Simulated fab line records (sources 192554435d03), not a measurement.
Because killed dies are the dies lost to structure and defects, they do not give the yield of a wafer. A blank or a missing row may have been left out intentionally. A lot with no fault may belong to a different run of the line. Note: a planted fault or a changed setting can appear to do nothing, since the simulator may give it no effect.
Matching of chambers + flow n5_finfet + 4 sister chambers for N5_FIN_SAQP_HM_OPEN_73 on rie_diel-04
The step chemistry CHF3/O2, target SiO2, stops on a-Si, target depth 12 nm, time 16.8 s. 4 wafers are shown with their chamber, then 8 later ones without.

== EACH WAFER AND ITS CHAMBER ==
| wafer  | chamber | drypump_motor_current_A (A) |
|--------|---------|-----------------------------|
| L087.4 | 1       | 5.7                         |
| L088.3 | 0       | 6.6                         |
| L088.6 | 2       | 5.0                         |
| L089.1 | 3       | 4.9                         |

== WAFERS WITH NO CHAMBER GIVEN ==
| wafer  | drypump_motor_current_A (A) |
|--------|-----------------------------|
| L089.2 | 6.7                         |
| L089.4 | 6.7                         |
| L092.3 | 5.7                         |
| L092.4 | 4.9                         |
| L092.5 | 4.9                         |
| L095.3 | 4.9                         |
| L095.4 | 5.7                         |
| L095.5 | 5.7                         |

== EACH ONE'S CHAMBER ==
| wafer  | from the rows above     | in truth |
|--------|-------------------------|----------|
| L089.2 | 0                       | 0        |
| L089.4 | 0                       | 0        |
| L092.3 | 1                       | 1        |
| L092.4 | can't be placed: 3 or 2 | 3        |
| L092.5 | can't be placed: 3 or 2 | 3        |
| L095.3 | can't be placed: 3 or 2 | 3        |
| L095.4 | 1                       | 1        |
| L095.5 | 1                       | 1        |
Correctly placed: 5 of 8. Can't be placed from these rows: 3 (the true chamber is among the candidates in 3). 0 placed wrongly.
How it was worked out, from the rows above alone: a wafer's distance from a chamber is the root of the sum, over the readings, of the square of ((its reading less the chamber's mean) divided by the reading's scatter). The wafer belongs to the nearest chamber; if the next one is less than 2 further off, it can't be placed. The mean given for a chamber averages the wafers shown for that chamber. The scatter: with one shown wafer a chamber, the root of the mean of the squares of how far each hidden wafer lies from its nearest shown one.
